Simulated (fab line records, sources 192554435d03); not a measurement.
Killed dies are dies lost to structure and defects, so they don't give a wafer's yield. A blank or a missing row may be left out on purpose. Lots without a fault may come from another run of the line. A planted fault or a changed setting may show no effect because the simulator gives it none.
A struck lot beside a sound one | flow n5_finfet | 17 steps out of a route of 1938
Sound: wafers L913.2, L913.4, L913.5. Struck: wafers L916.1, L916.2, L916.5. The cause comes at the end.
At each step with rows: each side's tool, then ch and its chambers, then its first start. Under that, the readings that differ: sound wafers | struck wafers | difference of the means | sigmas: that difference in standard deviations of wafers without a fault.
alike: readings whose means differ by less than 2 such deviations, and words and numbers that are the same on both sides. not compared: withheld readings, readings that some wafer has no value for, bounds like >300 that may hide the same value, and numbers for which the record gives no deviation and whose values overlap.
The two part at a step that has a row with sigmas, a row that says differs or no value, or rows on one side only. Numbers that don't overlap but have no deviation are shown without sigmas and don't part them. A reading that every wafer of one side lacks parts them only if that side has two wafers or more.

first, 3 steps without rows for these wafers: N5_BEOL_M2_ANNEAL_82 (time 240 s); N5_BEOL_M2_SPUTTER_86 (material Cu, target thk 4.5 nm, time 8.29 s); N5_BEOL_M2_ANNEAL_87 (time 240 s).
N5_BEOL_M2_SPUTTER_88: material Cu, target thk 4.5 nm, time 8.29 s.
  sound on pvd_sputter-01, day 7 15:55; struck on pvd_sputter-03, day 8 14:43
  alike: susceptor_temp_C, throttle_valve_pct
then, 1 step without rows for these wafers: N5_BEOL_M2_ANNEAL_89 (time 240 s).
N5_BEOL_M2_SPUTTER_90: material Cu, target thk 4.5 nm, time 8.29 s.
  sound on pvd_sputter-01, day 7 16:10; struck on pvd_sputter-03, day 8 14:56
  alike: susceptor_temp_C, throttle_valve_pct
N5_BEOL_M2_ANNEAL_91: time 240 s.
  sound on pvd_sputter-01, day 7 16:15; struck on pvd_sputter-03, day 8 15:01
  alike: heater_power_w, susceptor_temp_C
N5_BEOL_M2_SPUTTER_92: material Cu, target thk 4.5 nm, time 8.29 s.
  sound on pvd_sputter-01, day 7 16:25; struck on pvd_sputter-03, day 8 15:09
  alike: susceptor_temp_C, throttle_valve_pct
N5_BEOL_M2_ANNEAL_93: time 240 s.
  sound on pvd_sputter-01, day 7 16:30; struck on pvd_sputter-03, day 8 15:14
  alike: heater_power_w, susceptor_temp_C
then, 3 steps without rows for these wafers: N5_BEOL_M2_SPUTTER_94 (material Cu, target thk 4.5 nm, time 8.29 s); N5_BEOL_M2_ANNEAL_95 (time 240 s); N5_BEOL_M2_SPUTTER_96 (material Cu, target thk 4.5 nm, time 8.29 s).
N5_BEOL_M2_ECD_50: material Cu, target thk 300 nm.
  sound on ecd_cu-02 ch 0,1, day 7 16:59; struck on ecd_cu-01 ch 0,1, day 8 15:43
then, 1 step without rows for these wafers: N5_BEOL_M2_ANNEAL_51 (time 90 s).
N5_BEOL_M2_CMP_52: polishes, stops on SiOC, t overpolish 6.8 s, target thk 40 nm.
  sound on cmp-03 ch 0,1,2, day 7 17:22; struck on cmp-04 ch 1,2, day 8 16:05
  reading                | sound    | struck | difference | sigmas
  time_to_endpoint_s (s) | 57 57 61 | 0 0 0  | -58        | -15
  alike: motor_current_A
  not compared: pad_life_wafers
N5_BEOL_M4_RC_MEAS_101:
  the record has rows for the sound wafers here (prober-01 ch 0, day 8 19:48) and none for the struck ones
-- the record jumps here: 6 days lie between the struck wafers' starts before and after (it left off in module BEOL_M4 and takes up again in module PASSIVATION, whose first step shown is number 1936 of the route) --
N5_PASSIVATION_PROBE_49:
  sound on prober-02, day 13 01:10; struck on prober-01, day 14 04:40
  reading                  | sound          | struck         | difference | sigmas
  defect_limited_yield (%) | 90.2 87.6 89.3 | 0 0 0          | -89        | -59
  killed_at_M0_to_M3       | 40 54 47       | 1114 1139 1112 | +1075      | +99 or more
  killed_dies              | 116 146 126    | 1180 1180 1180 | +1051      | +58
  killed_on_rim            | 16 19 14       | 152 152 152    | +136       | +38
  killed_open              | 79 97 76       | 66 42 49       | -32        | -2
  killed_short             | 37 45 49       | 21 23 29       | -19        | -3
  sort_bin_5_function (%)  | 5.8 6.5 6.7    | 96.6 98.6 97.1 | +91.1      | +99 or more
  sort_bin_6_memory (%)    | 3.7 5.1 3.5    | 3.3 1.4 2.5    | -1.7       | -2
  sort_n_pass              | 1064 1034 1054 | 0 0 0          | -1051      | -58
  alike: killed_at_M4_up, killed_at_contacts, killed_at_front_end, killed_at_other, sort_bin_8_speed

WHERE THEY PART
First at N5_BEOL_M2_CMP_52; last, within this record, at N5_PASSIVATION_PROBE_49.

WHY: what the simulator had put in
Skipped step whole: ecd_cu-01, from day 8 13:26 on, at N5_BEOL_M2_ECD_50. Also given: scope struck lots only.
